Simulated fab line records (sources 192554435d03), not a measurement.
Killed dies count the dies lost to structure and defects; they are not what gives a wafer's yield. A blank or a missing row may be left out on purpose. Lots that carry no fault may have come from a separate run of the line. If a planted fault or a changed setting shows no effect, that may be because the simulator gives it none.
Chamber matching | flow n5 finfet | N5_FIN_SAQP_ETCH_57 on rie diel-04 has 4 sister chambers
The step etches SiNx in CH3F/O2, target depth 32.5 nm, time 46.4 s. 8 wafers are shown with their chamber, then 8 later ones without.

## WAFERS PAIRED WITH THEIR CHAMBERS
wafer  | chamber | drypump motor current A (A) | throttle valve pct (%)
L085.1 | 2       | 5.8                         | 16.54
L085.5 | 2       | 5.8                         | 16.53
L088.2 | 0       | 5.5                         | 16.27
L088.5 | 0       | 5.5                         | 16.27
L089.2 | 1       | 6.1                         | 16.04
L089.3 | 3       | 5.7                         | 16.48
L089.6 | 1       | 6.1                         | 16.03
L090.1 | 3       | 5.6                         | 16.47

## WAFERS WHOSE CHAMBER IS MISSING
wafer  | drypump motor current A (A) | throttle valve pct (%)
L090.2 | 6.1                         | 16.02
L090.3 | 5.5                         | 16.29
L092.1 | 5.6                         | 16.49
L092.4 | 5.5                         | 16.30
L092.6 | 5.8                         | 16.57
L093.1 | 5.8                         | 16.58
L093.3 | 5.6                         | 16.51
L093.5 | 5.8                         | 16.59

## CHAMBER TAKEN BY EACH
wafer  | from the rows above     | in truth
L090.2 | 1                       | 1
L090.3 | 0                       | 0
L092.1 | 3                       | 3
L092.4 | 0                       | 0
L092.6 | 2                       | 2
L093.1 | 2                       | 2
L093.3 | can't be placed: 3 or 2 | 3
L093.5 | 2                       | 2
Placed correctly: 7 of 8. From these rows, 1 cannot be placed; in 1 the true chamber is one of the candidates. Wrongly placed: 0.
How it was worked out, from the rows above alone: a wafer's distance from a chamber is the root of the sum, over the readings, of the square of ((its reading less the chamber's mean) divided by the reading's scatter). The wafer belongs to the nearest chamber; if the next one is less than 2 further off, it can't be placed. Each chamber's mean is taken over the wafers shown for it. The scatter: take each reading less its chamber's mean, square it, sum over the shown wafers, divide by the number of wafers less the number of chambers, and take the root.
